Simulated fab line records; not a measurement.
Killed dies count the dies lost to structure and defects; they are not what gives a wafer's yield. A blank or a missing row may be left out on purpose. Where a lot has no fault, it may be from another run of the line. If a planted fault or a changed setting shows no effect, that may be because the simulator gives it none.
Which tool was responsible? / flow nand-harc / 36 wafers from 12 lots sampled at 4 of the route's 1302 steps

## WHAT THE GAUGES SHOWED, per wafer
NHARC_P_M0_THK_MEAS_24: measures by xrf. Usual: thk-nm at 117.5 nm, with a standard deviation of 1.4.
lot=L631; measured=day 6 07:53; on=film-metro-02; thk-nm (nm)=117.9 115.1 115.4; flag=
lot=L630; measured=day 6 08:42; on=film-metro-02; thk-nm (nm)=117.8 115.8 119.2; flag=
lot=L632; measured=day 7 00:35; on=film-metro-02; thk-nm (nm)=118.4 119.4 118.6; flag=
lot=L633; measured=day 7 08:05; on=film-metro-01; thk-nm (nm)=119.8 115.1 118.3; flag=
lot=L634; measured=day 7 16:23; on=film-metro-01; thk-nm (nm)=115.8 117.9 118.2; flag=
lot=L635; measured=day 8 05:40; on=film-metro-01; thk-nm (nm)=117.9 116.9 118.1; flag=
lot=L637; measured=day 8 22:46; on=film-metro-01; thk-nm (nm)=119.2 118.2 119.2; flag=
lot=L640; measured=day 10 08:49; on=film-metro-01; thk-nm (nm)=119.5 116.2 120.3; flag=
lot=L643; measured=day 11 12:50; on=film-metro-01; thk-nm (nm)=117.8 114.9 115.4; flag=
lot=L642; measured=day 11 13:52; on=film-metro-01; thk-nm (nm)=119.8 116.2 118.4; flag=
lot=L648; measured=day 13 12:40; on=film-metro-02; thk-nm (nm)=114.6 116.8 117.5; flag=
lot=L651; measured=day 14 17:36; on=film-metro-01; thk-nm (nm)=118.3 116.1 118.3; flag=

NHARC_P_M2_CD_MEAS_09 targets a cd of 170 nm. Usual: cd-nm at 170.1 nm, with a standard deviation of 0.76.
lot=L631; measured=day 6 13:36; on=cd-sem-03; cd-nm (nm)=170.8 171.1 171.2; flag=
lot=L630; measured=day 6 14:28; on=cd-sem-02; cd-nm (nm)=169.4 168.5 169.2; flag=
lot=L632; measured=day 7 06:17; on=cd-sem-03; cd-nm (nm)=169.9 170.4 171.0; flag=
lot=L633; measured=day 7 13:55; on=cd-sem-01; cd-nm (nm)=170.2 170.7 169.6; flag=
lot=L634; measured=day 7 21:50; on=cd-sem-01; cd-nm (nm)=169.2 169.5 169.7; flag=
lot=L635; measured=day 8 11:23; on=cd-sem-03; cd-nm (nm)=168.8 169.1 168.6; flag=
lot=L637; measured=day 9 04:26; on=cd-sem-03; cd-nm (nm)=170.3 170.1 169.6; flag=
lot=L640; measured=day 10 14:26; on=cd-sem-01; cd-nm (nm)=169.9 170.1 169.6; flag=
lot=L643; measured=day 11 18:35; on=cd-sem-03; cd-nm (nm)=170.0 170.2 169.5; flag=
lot=L642; measured=day 11 19:34; on=cd-sem-03; cd-nm (nm)=169.8 169.6 169.4; flag=
lot=L648; measured=day 13 18:13; on=cd-sem-03; cd-nm (nm)=184.4 185.1 183.0; flag=OFF
lot=L651; measured=day 14 23:22; on=cd-sem-02; cd-nm (nm)=185.0 183.9 184.0; flag=OFF

## WHICH TOOL RAN EACH LOT (tool, then ch and the chambers of the sampled wafers, then the start)
lot=L631; NHARC_P_M1_ETCH_15=rie-diel-01 ch 0,2, day 6 13:31 or earlier; NHARC_P_M2_PEB_07=litho-track-01 ch 0, day 6 13:31
lot=L630; NHARC_P_M1_ETCH_15=rie-diel-01 ch 1,2,3, day 6 14:23 or earlier; NHARC_P_M2_PEB_07=litho-track-06 ch 0, day 6 14:23
lot=L632; NHARC_P_M1_ETCH_15=rie-diel-12 ch 0,1,2, day 7 06:12 or earlier; NHARC_P_M2_PEB_07=litho-track-01 ch 0, day 7 06:12
lot=L633; NHARC_P_M1_ETCH_15=rie-diel-01 ch 1,3, day 7 13:50 or earlier; NHARC_P_M2_PEB_07=litho-track-06 ch 0, day 7 13:50
lot=L634; NHARC_P_M1_ETCH_15=rie-diel-01 ch 0,2, day 7 21:45 or earlier; NHARC_P_M2_PEB_07=litho-track-04 ch 0, day 7 21:45
lot=L635; NHARC_P_M1_ETCH_15=rie-diel-01 ch 0,1,2, day 8 11:19 or earlier; NHARC_P_M2_PEB_07=litho-track-04 ch 0, day 8 11:19
lot=L637; NHARC_P_M1_ETCH_15=rie-diel-01 ch 0,2,3, day 9 04:21 or earlier; NHARC_P_M2_PEB_07=litho-track-01 ch 0, day 9 04:21
lot=L640; NHARC_P_M1_ETCH_15=rie-diel-12 ch 0,1, day 10 14:21 or earlier; NHARC_P_M2_PEB_07=litho-track-06 ch 0, day 10 14:21
lot=L643; NHARC_P_M1_ETCH_15=rie-diel-12 ch 0,1,3, day 11 18:30 or earlier; NHARC_P_M2_PEB_07=litho-track-06 ch 0, day 11 18:30
lot=L642; NHARC_P_M1_ETCH_15=rie-diel-01 ch 0,1,3, day 11 19:29 or earlier; NHARC_P_M2_PEB_07=litho-track-04 ch 0, day 11 19:29
lot=L648; NHARC_P_M1_ETCH_15=rie-diel-12 ch 0,1,3, day 13 18:08 or earlier; NHARC_P_M2_PEB_07=litho-track-04 ch 0, day 13 18:08
lot=L651; NHARC_P_M1_ETCH_15=rie-diel-12 ch 0,1,3, day 14 23:17 or earlier; NHARC_P_M2_PEB_07=litho-track-04 ch 0, day 14 23:17
- NHARC_P_M1_ETCH_15: etches the open film in C4F8/Ar, target depth 182.5 nm, time 91.2 s.
- NHARC_P_M2_PEB_07: peb time 65 s.

## AS READ BY THE TOOLS THEMSELVES (means over the sampled wafers that have a number; for cases with no such wafer, the mark the record gives instead)
NHARC_P_M1_ETCH_15. Usual: oes-product-au 0.958 a.u., standard deviation 0.024; rf-vpp-V 439.8 V, standard deviation 2.1.
lot=L631; tool=rie-diel-01; oes-product-au (a.u.)=0.984; rf-vpp-V (V)=439.2; flag=
lot=L630; tool=rie-diel-01; oes-product-au (a.u.)=0.923; rf-vpp-V (V)=441.4; flag=
lot=L632; tool=rie-diel-12; oes-product-au (a.u.)=0.970; rf-vpp-V (V)=439.0; flag=
lot=L633; tool=rie-diel-01; oes-product-au (a.u.)=0.970; rf-vpp-V (V)=442.4; flag=
lot=L634; tool=rie-diel-01; oes-product-au (a.u.)=0.941; rf-vpp-V (V)=439.8; flag=
lot=L635; tool=rie-diel-01; oes-product-au (a.u.)=0.974; rf-vpp-V (V)=440.8; flag=
lot=L637; tool=rie-diel-01; oes-product-au (a.u.)=0.971; rf-vpp-V (V)=440.7; flag=
lot=L640; tool=rie-diel-12; oes-product-au (a.u.)=0.934; rf-vpp-V (V)=437.5; flag=
lot=L643; tool=rie-diel-12; oes-product-au (a.u.)=0.965; rf-vpp-V (V)=437.4; flag=
lot=L642; tool=rie-diel-01; oes-product-au (a.u.)=0.964; rf-vpp-V (V)=441.0; flag=
lot=L648; tool=rie-diel-12; oes-product-au (a.u.)=0.922; rf-vpp-V (V)=438.0; flag=
lot=L651; tool=rie-diel-12; oes-product-au (a.u.)=0.966; rf-vpp-V (V)=437.2; flag=

NHARC_P_M2_PEB_07. Usual: heater-power-total-W 156.6 W, standard deviation 0.42; plate-temp-C 99.99 C, standard deviation 0.13; resist-line-temp-C 23.02 C, standard deviation 0.12.
lot=L631; tool=litho-track-01; heater-power-total-W (W)=156.9; plate-temp-C (C)=99.99; resist-line-temp-C (C)=23.00; flag=
lot=L630; tool=litho-track-06; heater-power-total-W (W)=156.6; plate-temp-C (C)=99.97; resist-line-temp-C (C)=23.05; flag=
lot=L632; tool=litho-track-01; heater-power-total-W (W)=156.7; plate-temp-C (C)=100.08; resist-line-temp-C (C)=23.03; flag=
lot=L633; tool=litho-track-06; heater-power-total-W (W)=157.1; plate-temp-C (C)=100.11; resist-line-temp-C (C)=23.03; flag=
lot=L634; tool=litho-track-04; heater-power-total-W (W)=157.0; plate-temp-C (C)=100.01; resist-line-temp-C (C)=22.96; flag=
lot=L635; tool=litho-track-04; heater-power-total-W (W)=156.3; plate-temp-C (C)=100.09; resist-line-temp-C (C)=22.95; flag=
lot=L637; tool=litho-track-01; heater-power-total-W (W)=156.7; plate-temp-C (C)=99.80; resist-line-temp-C (C)=22.86; flag=
lot=L640; tool=litho-track-06; heater-power-total-W (W)=156.8; plate-temp-C (C)=99.91; resist-line-temp-C (C)=23.02; flag=
lot=L643; tool=litho-track-06; heater-power-total-W (W)=156.5; plate-temp-C (C)=99.82; resist-line-temp-C (C)=23.10; flag=
lot=L642; tool=litho-track-04; heater-power-total-W (W)=156.4; plate-temp-C (C)=100.05; resist-line-temp-C (C)=23.02; flag=
lot=L648; tool=litho-track-04; heater-power-total-W (W)=166.4; plate-temp-C (C)=104.72; resist-line-temp-C (C)=22.94; flag=OFF
lot=L651; tool=litho-track-04; heater-power-total-W (W)=166.5; plate-temp-C (C)=104.58; resist-line-temp-C (C)=22.89; flag=OFF

## THE ANSWER, worked out from the rows above alone
Rule: a lot counts as off when the mean over its wafers that have a number is more than 3 standard deviations away from the usual mean. A lot without any number at a reading at which 4 lots or more have one is off too. The other lots that the step has rows for count as sound. The gauges are gone through in route order, then the tools' own readings, and for those a lot's mean is taken as printed above. The first step at which some lot is off is used, and at that step the reading that is off furthest; a lot without a number counts as furthest.
Off: L648, L651 (NHARC_P_M2_CD_MEAS_09, cd-nm).
A tool fits if, at a process step before that reading, it ran every lot that is off, and no sound lot after the first of them. The gauges at NHARC_P_M2_CD_MEAS_09 aren't tried: what is off there is off at NHARC_P_M2_PEB_07 too, on other tools, and a gauge's error can't cause that. NHARC_P_M1_ETCH_15: start missing for some lots; hours and lot order therefore follow NHARC_P_M2_PEB_07. Undecided on this evidence; 2 tools fit (rie-diel-12 at NHARC_P_M1_ETCH_15, litho-track-04 at NHARC_P_M2_PEB_07).

## WHAT WAS PUT IN BY THE SIMULATOR
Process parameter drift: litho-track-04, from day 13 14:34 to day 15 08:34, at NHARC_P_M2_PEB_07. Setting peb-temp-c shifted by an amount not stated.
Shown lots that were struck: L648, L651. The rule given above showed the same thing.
